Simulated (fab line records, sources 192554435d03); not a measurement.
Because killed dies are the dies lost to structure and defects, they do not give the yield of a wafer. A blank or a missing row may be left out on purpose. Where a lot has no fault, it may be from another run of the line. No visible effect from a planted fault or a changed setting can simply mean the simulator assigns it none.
Split-lot experiment :: flow n5_finfet :: 39 wafers read from 7 lots, route of 1938 steps

== ABOUT THE SPLIT ==
At N5_BEOL_M9_DESCUM_16 (chemistry O2, time 7.9 s), the setting time_s was moved away from the recipe's 7.9 s on 12 of the 39 wafers read, by -16.9% to +44.3%. All remaining wafers had this setting at the recipe value.

The split's own step is where the reading is taken.

== THE READING ==
CAR-ArF_of_BEOL_M9_COAT_05.thk_nm (the simulator's own value, which no gauge read), in nm, at N5_BEOL_M9_DESCUM_16 (chemistry O2, time 7.9 s). There is no usual value for it anywhere in the file. The 27 wafers here that ran the recipe average 83.6 nm, standard deviation 0.17 nm.

wafer: L080.1
tool, chamber at the split: rie_diel-05, 2
time_s as run, s: 6.561
against the recipe: -16.9%
CAR-ArF_of_BEOL_M9_COAT_05.thk_nm, nm: 84.4
against lot-mates on the recipe: +0.6

wafer: L080.2
tool, chamber at the split: rie_diel-05, 1,2
time_s as run, s: 6.561
against the recipe: -16.9%
CAR-ArF_of_BEOL_M9_COAT_05.thk_nm, nm: 84.8
against lot-mates on the recipe: +1.0

wafer: L080.4
tool, chamber at the split: rie_diel-05, 1,2
time_s as run, s: 6.561
against the recipe: -16.9%
CAR-ArF_of_BEOL_M9_COAT_05.thk_nm, nm: 84.8
against lot-mates on the recipe: +1.0

wafer: L080.3
tool, chamber at the split: rie_diel-05, 3
time_s as run, s: 7.9
against the recipe: recipe
CAR-ArF_of_BEOL_M9_COAT_05.thk_nm, nm: 84
against lot-mates on the recipe: -

wafer: L080.5
tool, chamber at the split: rie_diel-05, 3
time_s as run, s: 7.9
against the recipe: recipe
CAR-ArF_of_BEOL_M9_COAT_05.thk_nm, nm: 83.8
against lot-mates on the recipe: -

wafer: L080.6
tool, chamber at the split: rie_diel-05, 1
time_s as run, s: 7.9
against the recipe: recipe
CAR-ArF_of_BEOL_M9_COAT_05.thk_nm, nm: 83.6
against lot-mates on the recipe: -

wafer: L082.1
tool, chamber at the split: rie_diel-03, 0,1
time_s as run, s: 9.616
against the recipe: +21.7%
CAR-ArF_of_BEOL_M9_COAT_05.thk_nm, nm: 82.6
against lot-mates on the recipe: -1.0

wafer: L082.4
tool, chamber at the split: rie_diel-03, 0,1
time_s as run, s: 9.616
against the recipe: +21.7%
CAR-ArF_of_BEOL_M9_COAT_05.thk_nm, nm: 82.6
against lot-mates on the recipe: -1.0

wafer: L082.2
tool, chamber at the split: rie_diel-03, 1
time_s as run, s: 7.9
against the recipe: recipe
CAR-ArF_of_BEOL_M9_COAT_05.thk_nm, nm: 83.6
against lot-mates on the recipe: -

wafer: L082.3
tool, chamber at the split: rie_diel-03, 3
time_s as run, s: 7.9
against the recipe: recipe
CAR-ArF_of_BEOL_M9_COAT_05.thk_nm, nm: 83.4
against lot-mates on the recipe: -

wafer: L082.5
tool, chamber at the split: rie_diel-03, 0
time_s as run, s: 9.616
against the recipe: +21.7%
CAR-ArF_of_BEOL_M9_COAT_05.thk_nm, nm: 82.4
against lot-mates on the recipe: -1.2

wafer: L082.6
tool, chamber at the split: rie_diel-03, 3
time_s as run, s: 7.9
against the recipe: recipe
CAR-ArF_of_BEOL_M9_COAT_05.thk_nm, nm: 83.8
against lot-mates on the recipe: -

wafer: L084.1
tool, chamber at the split: rie_diel-03, 0,2
time_s as run, s: 11.17
against the recipe: +41.4%
CAR-ArF_of_BEOL_M9_COAT_05.thk_nm, nm: 81.8
against lot-mates on the recipe: -2.0

wafer: L084.6
tool, chamber at the split: rie_diel-03, 0,2
time_s as run, s: 11.17
against the recipe: +41.4%
CAR-ArF_of_BEOL_M9_COAT_05.thk_nm, nm: 81.8
against lot-mates on the recipe: -2.0

wafer: L084.2
tool, chamber at the split: rie_diel-03, 3
time_s as run, s: 11.17
against the recipe: +41.4%
CAR-ArF_of_BEOL_M9_COAT_05.thk_nm, nm: 81.6
against lot-mates on the recipe: -2.2

wafer: L084.3
tool, chamber at the split: rie_diel-03, 2
time_s as run, s: 7.9
against the recipe: recipe
CAR-ArF_of_BEOL_M9_COAT_05.thk_nm, nm: 83.6
against lot-mates on the recipe: -

wafer: L084.4
tool, chamber at the split: rie_diel-03, 1
time_s as run, s: 7.9
against the recipe: recipe
CAR-ArF_of_BEOL_M9_COAT_05.thk_nm, nm: 84
against lot-mates on the recipe: -

wafer: L084.5
tool, chamber at the split: rie_diel-03, 3
time_s as run, s: 7.9
against the recipe: recipe
CAR-ArF_of_BEOL_M9_COAT_05.thk_nm, nm: 83.8
against lot-mates on the recipe: -

wafer: L086.1
tool, chamber at the split: rie_diel-05, 3,0,3
time_s as run, s: 7.9
against the recipe: recipe
CAR-ArF_of_BEOL_M9_COAT_05.thk_nm, nm: 83.4
against lot-mates on the recipe: -

wafer: L086.5
tool, chamber at the split: rie_diel-05, 3,0,3
time_s as run, s: 7.9
against the recipe: recipe
CAR-ArF_of_BEOL_M9_COAT_05.thk_nm, nm: 83.4
against lot-mates on the recipe: -

wafer: L086.6
tool, chamber at the split: rie_diel-05, 3,0,3
time_s as run, s: 7.9
against the recipe: recipe
CAR-ArF_of_BEOL_M9_COAT_05.thk_nm, nm: 83.4
against lot-mates on the recipe: -

wafer: L094.1
tool, chamber at the split: rie_diel-02, 2,1,3,0
time_s as run, s: 7.9
against the recipe: recipe
CAR-ArF_of_BEOL_M9_COAT_05.thk_nm, nm: 83.6
against lot-mates on the recipe: -

wafer: L094.3
tool, chamber at the split: rie_diel-02, 2,1,3,0
time_s as run, s: 7.9
against the recipe: recipe
CAR-ArF_of_BEOL_M9_COAT_05.thk_nm, nm: 83.6
against lot-mates on the recipe: -

wafer: L094.4
tool, chamber at the split: rie_diel-02, 2,1,3,0
time_s as run, s: 7.9
against the recipe: recipe
CAR-ArF_of_BEOL_M9_COAT_05.thk_nm, nm: 83.6
against lot-mates on the recipe: -

wafer: L094.6
tool, chamber at the split: rie_diel-02, 2,1,3,0
time_s as run, s: 7.9
against the recipe: recipe
CAR-ArF_of_BEOL_M9_COAT_05.thk_nm, nm: 83.6
against lot-mates on the recipe: -

wafer: L094.2
tool, chamber at the split: rie_diel-02, 0
time_s as run, s: 7.9
against the recipe: recipe
CAR-ArF_of_BEOL_M9_COAT_05.thk_nm, nm: 83.4
against lot-mates on the recipe: -

wafer: L094.5
tool, chamber at the split: rie_diel-02, 3
time_s as run, s: 7.9
against the recipe: recipe
CAR-ArF_of_BEOL_M9_COAT_05.thk_nm, nm: 83.8
against lot-mates on the recipe: -

wafer: L096.1
tool, chamber at the split: rie_diel-05, 1,0,1
time_s as run, s: 7.9
against the recipe: recipe
CAR-ArF_of_BEOL_M9_COAT_05.thk_nm, nm: 83.6
against lot-mates on the recipe: -

wafer: L096.4
tool, chamber at the split: rie_diel-05, 1,0,1
time_s as run, s: 7.9
against the recipe: recipe
CAR-ArF_of_BEOL_M9_COAT_05.thk_nm, nm: 83.6
against lot-mates on the recipe: -

wafer: L096.5
tool, chamber at the split: rie_diel-05, 1,0,1
time_s as run, s: 7.9
against the recipe: recipe
CAR-ArF_of_BEOL_M9_COAT_05.thk_nm, nm: 83.6
against lot-mates on the recipe: -

wafer: L096.2
tool, chamber at the split: rie_diel-05, 3,2,0
time_s as run, s: 11.4
against the recipe: +44.3%
CAR-ArF_of_BEOL_M9_COAT_05.thk_nm, nm: 81.4
against lot-mates on the recipe: -2.2

wafer: L096.3
tool, chamber at the split: rie_diel-05, 3,2,0
time_s as run, s: 11.4
against the recipe: +44.3%
CAR-ArF_of_BEOL_M9_COAT_05.thk_nm, nm: 81.4
against lot-mates on the recipe: -2.2

wafer: L096.6
tool, chamber at the split: rie_diel-05, 3,2,0
time_s as run, s: 11.4
against the recipe: +44.3%
CAR-ArF_of_BEOL_M9_COAT_05.thk_nm, nm: 81.4
against lot-mates on the recipe: -2.2

wafer: L095.1
tool, chamber at the split: rie_diel-02, 3,0,2
time_s as run, s: 7.9
against the recipe: recipe
CAR-ArF_of_BEOL_M9_COAT_05.thk_nm, nm: 83.8
against lot-mates on the recipe: -

wafer: L095.3
tool, chamber at the split: rie_diel-02, 3,0,2
time_s as run, s: 7.9
against the recipe: recipe
CAR-ArF_of_BEOL_M9_COAT_05.thk_nm, nm: 83.8
against lot-mates on the recipe: -

wafer: L095.4
tool, chamber at the split: rie_diel-02, 3,0,2
time_s as run, s: 7.9
against the recipe: recipe
CAR-ArF_of_BEOL_M9_COAT_05.thk_nm, nm: 83.8
against lot-mates on the recipe: -

wafer: L095.2
tool, chamber at the split: rie_diel-02, 1,0,3
time_s as run, s: 7.9
against the recipe: recipe
CAR-ArF_of_BEOL_M9_COAT_05.thk_nm, nm: 83.6
against lot-mates on the recipe: -

wafer: L095.5
tool, chamber at the split: rie_diel-02, 1,0,3
time_s as run, s: 7.9
against the recipe: recipe
CAR-ArF_of_BEOL_M9_COAT_05.thk_nm, nm: 83.6
against lot-mates on the recipe: -

wafer: L095.6
tool, chamber at the split: rie_diel-02, 1,0,3
time_s as run, s: 7.9
against the recipe: recipe
CAR-ArF_of_BEOL_M9_COAT_05.thk_nm, nm: 83.6
against lot-mates on the recipe: -
Rows listing several chambers each stand for several wafers; the file does not say which wafer went through which chamber.

FIT RESULTS
A straight line over all 39 wafers: CAR-ArF_of_BEOL_M9_COAT_05.thk_nm changes by -0.05 nm for each +1% of time_s; r = -0.98; the points scatter about the line by 0.17 nm.
The same after taking each lot's own level away (the mean of its wafers on the recipe; 39 wafers): -0.0499 nm for each +1%; r = -0.99; scatter 0.12 nm.
The reading moves by 2.2 nm for the largest change in time_s, on that fit.
The lots' own levels span 83.40 to 83.80 nm, that is 2.4 times the standard deviation above.
So the lot-to-lot level changes the slope little: the two slopes agree.
Check: -2.21 nm against its lot-mates is what the line predicts for one of the wafers moved furthest among these (+44.3%) when that wafer is left out of the fit. Against them it came out at -2.2 nm.

== THESE WAFERS: OTHER SPLITS ==
Note: prior to the reading, these wafers also went through further splits. Each is held against what the fit with the lots' levels taken away leaves over:
other split on the same wafers: N5_MOL_CONTACT_COAG_ALD_123 ald_cycles
wafers away from the commonest value: 15
r with CAR-ArF_of_BEOL_M9_COAT_05.thk_nm (lot level and that fit taken away): +0.01

other split on the same wafers: N5_BEOL_M0_SAQP_ETCH_106 target_depth_a
wafers away from the commonest value: 15
r with CAR-ArF_of_BEOL_M9_COAT_05.thk_nm (lot level and that fit taken away): -0.10

other split on the same wafers: N5_BEOL_M5_DEP_56 target_thk_a
wafers away from the commonest value: 12
r with CAR-ArF_of_BEOL_M9_COAT_05.thk_nm (lot level and that fit taken away): -0.09

== FILE'S OWN FIT ==
CAR-ArF_of_BEOL_M9_COAT_05.thk_nm changes by -0.0498 nm for each +1% of time_s, r = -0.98.
